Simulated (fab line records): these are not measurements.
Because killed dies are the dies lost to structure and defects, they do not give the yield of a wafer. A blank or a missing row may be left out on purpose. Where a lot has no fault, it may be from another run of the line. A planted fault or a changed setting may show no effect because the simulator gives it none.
Tool commonality check | flow n5Finfet | 30 wafers sampled across 10 lots

## WHAT PROMPTED THE OPENING
Flagged at N5_BEOL_M6_INSPECT_30: reading rawDefectCount, on 2 of 10 lots. Fault-free wafers read 410, with a standard deviation of 89.
Rule: a lot is flagged in two cases, either no wafer of it has a number, or all its wafers with numbers fall more than 4 standard deviations from that mean. All remaining lots are regarded as sound.

lot  | measured     | on               | rawDefectCount, wafer by wafer | flag
L433 | day 9 03:24  | defectInspect-02 | 499 482 430                    | 
L434 | day 9 11:58  | defectInspect-02 | 641 428 566                    | 
L440 | day 10 18:07 | defectInspect-02 | 1839 1772 1743                 | FLAGGED
L441 | day 10 21:34 | defectInspect-02 | 1848 2120 2033                 | FLAGGED
L444 | day 11 17:46 | defectInspect-01 | 475 571 599                    | 
L445 | day 13 00:33 | defectInspect-01 | 554 521 527                    | 
L447 | day 13 00:56 | defectInspect-02 | 398 313 353                    | 
L448 | day 13 06:27 | defectInspect-02 | 385 411 542                    | 
L452 | day 14 16:26 | defectInspect-02 | 414 381 390                    | 
L453 | day 15 00:08 | defectInspect-02 | 560 409 480                    | 
On average the flagged lots' numbers are 1892, which is +1482 against the usual, or +17 standard deviations.

## TOOL THAT RAN EACH LOT
4 process steps preceding the reading are held in the record, out of 1938 steps in the route. Read each cell as the tool, then ch plus the chambers that the sampled wafers visited, then the start.
lot  | flag    | N5_BEOL_M5_DEP_56               | N5_BEOL_M6_HM_DEP_02        | N5_BEOL_M6_ETCH_62                | N5_BEOL_M6_HM_OPEN_17
L433 |         | pecvd-03 ch 1,2, day 9 00:01    | pvdSputter-03, day 9 01:40  | rieDiel-05 ch 0,2, day 9 02:35    | rieMetal-02 ch 0,1, day 9 02:46
L434 |         | pecvd-03 ch 0,2, day 9 05:17    | pvdSputter-02, day 9 07:07  | rieDiel-05 ch 1,2,3, day 9 07:41  | rieMetal-01 ch 0,1, day 9 07:52
L440 | FLAGGED | pecvd-03 ch 0,1, day 10 13:57   | pvdSputter-03, day 10 15:19 | rieDiel-06 ch 0,2,3, day 10 16:21 | rieMetal-02 ch 0,1, day 10 16:32
L441 | FLAGGED | pecvd-04 ch 1,2, day 10 18:00   | pvdSputter-01, day 10 19:31 | rieDiel-04 ch 0,2,3, day 10 20:32 | rieMetal-02 ch 0,1, day 10 20:43
L444 |         | pecvd-04 ch 0,1,2, day 11 10:49 | pvdSputter-01, day 11 12:25 | rieDiel-06 ch 1,3, day 11 13:10   | rieMetal-01 ch 0,1, day 11 13:21
L445 |         | pecvd-02 ch 1,2, day 12 16:28   | pvdSputter-02, day 12 18:10 | rieDiel-06 ch 1,2, day 12 23:26   | rieMetal-03 ch 1, day 12 23:40
L447 |         | pecvd-03 ch 0,1,2, day 12 20:34 | pvdSputter-03, day 12 23:20 | rieDiel-05 ch 1,3, day 13 00:04   | rieMetal-03 ch 1, day 13 00:19
L448 |         | pecvd-04 ch 0,2, day 13 02:11   | pvdSputter-02, day 13 04:13 | rieDiel-04 ch 0,2,3, day 13 04:47 | rieMetal-01 ch 0,1, day 13 04:59
L452 |         | pecvd-03 ch 0,1,2, day 14 07:14 | pvdSputter-02, day 14 09:09 | rieDiel-04 ch 0,2,3, day 14 09:55 | rieMetal-01 ch 0, day 14 10:10
L453 |         | pecvd-04 ch 0,1, day 14 19:04   | pvdSputter-02, day 14 20:50 | rieDiel-05 ch 0,2, day 14 21:31   | rieMetal-02 ch 0,1, day 14 21:43
These steps, and what they do:
- N5_BEOL_M5_DEP_56: deposits SiCN from 3MS/NH3, target thk 8 nm, time 14 s.
- N5_BEOL_M6_HM_DEP_02: deposits TiN, target thk 20 nm.
- N5_BEOL_M6_ETCH_62: etches SOC in N2/H2, target depth 110 nm, overetch 22 nm, time 165 s.
- N5_BEOL_M6_HM_OPEN_17: chemistry Cl2/BCl3, target TiN, target depth 20 nm, overetch 6 nm.
- N5_BEOL_M6_INSPECT_30: inspects for defects (brightfield).

## FLAGGED AGAINST TOTAL, ONE TOOL AT A TIME (gauges that did the reading follow at the end)
step                  | tool             | lots run | flagged | share of the flagged lots | sound lots run after its first flagged lot
N5_BEOL_M5_DEP_56     | pecvd-02         | 1        | 0       | none                      | -
N5_BEOL_M5_DEP_56     | pecvd-03         | 5        | 1       | some                      | 2 (L447,L452)
N5_BEOL_M5_DEP_56     | pecvd-04         | 4        | 1       | some                      | 3 (L444,L448,L453)
N5_BEOL_M6_HM_DEP_02  | pvdSputter-01    | 2        | 1       | some                      | 1 (L444)
N5_BEOL_M6_HM_DEP_02  | pvdSputter-02    | 5        | 0       | none                      | -
N5_BEOL_M6_HM_DEP_02  | pvdSputter-03    | 3        | 1       | some                      | 1 (L447)
N5_BEOL_M6_ETCH_62    | rieDiel-04       | 3        | 1       | some                      | 2 (L448,L452)
N5_BEOL_M6_ETCH_62    | rieDiel-05       | 4        | 0       | none                      | -
N5_BEOL_M6_ETCH_62    | rieDiel-06       | 3        | 1       | some                      | 2 (L444,L445)
N5_BEOL_M6_HM_OPEN_17 | rieMetal-01      | 4        | 0       | none                      | -
N5_BEOL_M6_HM_OPEN_17 | rieMetal-02      | 4        | 2       | all                       | 1 (L453)
N5_BEOL_M6_HM_OPEN_17 | rieMetal-03      | 2        | 0       | none                      | -
N5_BEOL_M6_INSPECT_30 | defectInspect-01 | 2        | 0       | none                      | -
N5_BEOL_M6_INSPECT_30 | defectInspect-02 | 8        | 2       | all                       | 4 (L447,L448,L452,L453)

## WHAT THE TABLE PERMITS
Rows of the table that ran all the flagged lots, 2 in number: rieMetal-02 at N5_BEOL_M6_HM_OPEN_17; defectInspect-02 at N5_BEOL_M6_INSPECT_30.
- rieMetal-02 at N5_BEOL_M6_HM_OPEN_17: 2 of its 4 lots flagged. Sound lots ran on it after the first flagged one (L453), which a lasting fault on the whole tool wouldn't allow.
- defectInspect-02 at N5_BEOL_M6_INSPECT_30: 2 of its 8 lots flagged. Sound lots ran on it after the first flagged one (L447, L448, L452, L453), which a lasting fault on the whole tool wouldn't allow.
None of the table's rows ran every flagged lot and, after the first, no sound lot.

## WHAT WAS PUT IN BY THE SIMULATOR
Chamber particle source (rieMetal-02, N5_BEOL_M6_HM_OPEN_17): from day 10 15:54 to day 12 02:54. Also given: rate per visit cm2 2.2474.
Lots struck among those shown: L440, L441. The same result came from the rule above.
